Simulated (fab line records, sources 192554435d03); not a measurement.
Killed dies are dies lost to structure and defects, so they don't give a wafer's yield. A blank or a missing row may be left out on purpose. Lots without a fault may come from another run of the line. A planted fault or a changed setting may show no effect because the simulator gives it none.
Split-lot experiment | flow n5_finfet | 7 lots, 21 wafers read, on a route of 1938 steps

THE SPLIT
At N5_HKMG_FIN_ETCH_54 (etches SiARC in CF4, target depth 45.5 nm, time 75.8 s), the setting source_w was moved away from the recipe's 545 W on 6 of the 21 wafers read, by -7.0% to +16.6%. The other wafers ran this setting at the recipe's value.

The reading is taken at the split's own step.

THE READING
rf_vpp_V, in V, at N5_HKMG_FIN_ETCH_54 (etches SiARC in CF4, target depth 45.5 nm, time 75.8 s). Fault-free wafers of this fab line usually give 184.2 V, standard deviation 0.93 V.

wafer  | tool, chamber at the split | source_w as run, W | against the recipe | rf_vpp_V, V | against lot-mates on the recipe
L079.1 | rie_diel-04, 2             | 545                | recipe             | 183.5       | -
L079.2 | rie_diel-04, 1             | 545                | recipe             | 184.7       | -
L079.3 | rie_diel-04, 0             | 545                | recipe             | 184.2       | -
L083.1 | rie_diel-05, 2             | 545                | recipe             | 184.2       | -
L083.3 | rie_diel-05, 1             | 545                | recipe             | 183.9       | -
L083.6 | rie_diel-05, 1             | 545                | recipe             | 181.5       | -
L085.1 | rie_diel-05, 0             | 635.4              | +16.6%             | 174.8       | -8.3
L085.5 | rie_diel-05, 3             | 635.4              | +16.6%             | 176.8       | -6.3
L085.6 | rie_diel-05, 0             | 545                | recipe             | 183.1       | -
L086.2 | rie_diel-04, 2             | 581.6              | +6.7%              | 179.7       | -4.3
L086.4 | rie_diel-04, 0             | 581.6              | +6.7%              | 179.4       | -4.6
L086.6 | rie_diel-04, 2             | 545                | recipe             | 184.0       | -
L089.1 | rie_diel-04, 0             | 545                | recipe             | 183.8       | -
L089.3 | rie_diel-04, 1             | 545                | recipe             | 185.6       | -
L089.5 | rie_diel-04, 2             | 545                | recipe             | 184.2       | -
L093.1 | rie_diel-05, 2             | 545                | recipe             | 184.9       | -
L093.4 | rie_diel-05, 1             | 507.1              | -7.0%              | 187.6       | +2.7
L093.6 | rie_diel-05, 1             | 507.1              | -7.0%              | 187.9       | +3.0
L096.1 | rie_diel-02, 0             | 545                | recipe             | 183.5       | -
L096.3 | rie_diel-02, 2             | 545                | recipe             | 185.3       | -
L096.5 | rie_diel-02, 3             | 545                | recipe             | 186.2       | -

THE FIT
A straight line over all 21 wafers: rf_vpp_V changes by -0.525 V for each +1% of source_w; r = -0.95; the points scatter about the line by 1.1 V.
The same after taking each lot's own level away (the mean of its wafers on the recipe; 21 wafers): -0.457 V for each +1%; r = -0.95; scatter 0.93 V.
On that fit, the largest move of source_w shifts the reading by 7.6 V.
The lots' own levels span 183.10 to 185.00 V, that is 2.0 times the standard deviation above.
So the lot-to-lot level changes the slope: the two fits differ.
Check: with one of the wafers moved furthest among these (+16.6%) left out of the fit, the line predicts -7.37 V for it against its lot-mates. It came out at -8.3 V against them.
Tool readings at the split's step, against how far the setting was moved: etch_rf_on_time_s r = -0.98; rf_vpp_V r = -0.95.

OTHER SPLITS ON THESE WAFERS
These wafers also went through other splits before the reading. Each is held against what the fit with the lots' levels taken away leaves over:
other split on the same wafers | wafers away from the commonest value | r with rf_vpp_V (lot level and that fit taken away)
N5_FIN_CUT_COAT_19 spin_rpm    | 5                                    | -0.20
N5_SPACER0_ALD_00 ald_cycles   | 6                                    | +0.02
N5_SD_EPI_P_COAT_34 spin_rpm   | 8                                    | +0.02

THE WHOLE CHAIN: every reading that the file lists as answering this split, in the file's order
step                | what it does                                           | reading           | change (the file's fit)              | r (the file's)
N5_HKMG_FIN_ETCH_54 | etches SiARC in CF4, target depth 45.5 nm, time 75.8 s | etch_rf_on_time_s | withheld for each +1% of the setting | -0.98
N5_HKMG_FIN_ETCH_54 | etches SiARC in CF4, target depth 45.5 nm, time 75.8 s | rf_vpp_V          | -0.463 V for each +1% of the setting | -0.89

THE FILE'S OWN FIT
rf_vpp_V changes by -0.463 V for each +1% of source_w, r = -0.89.
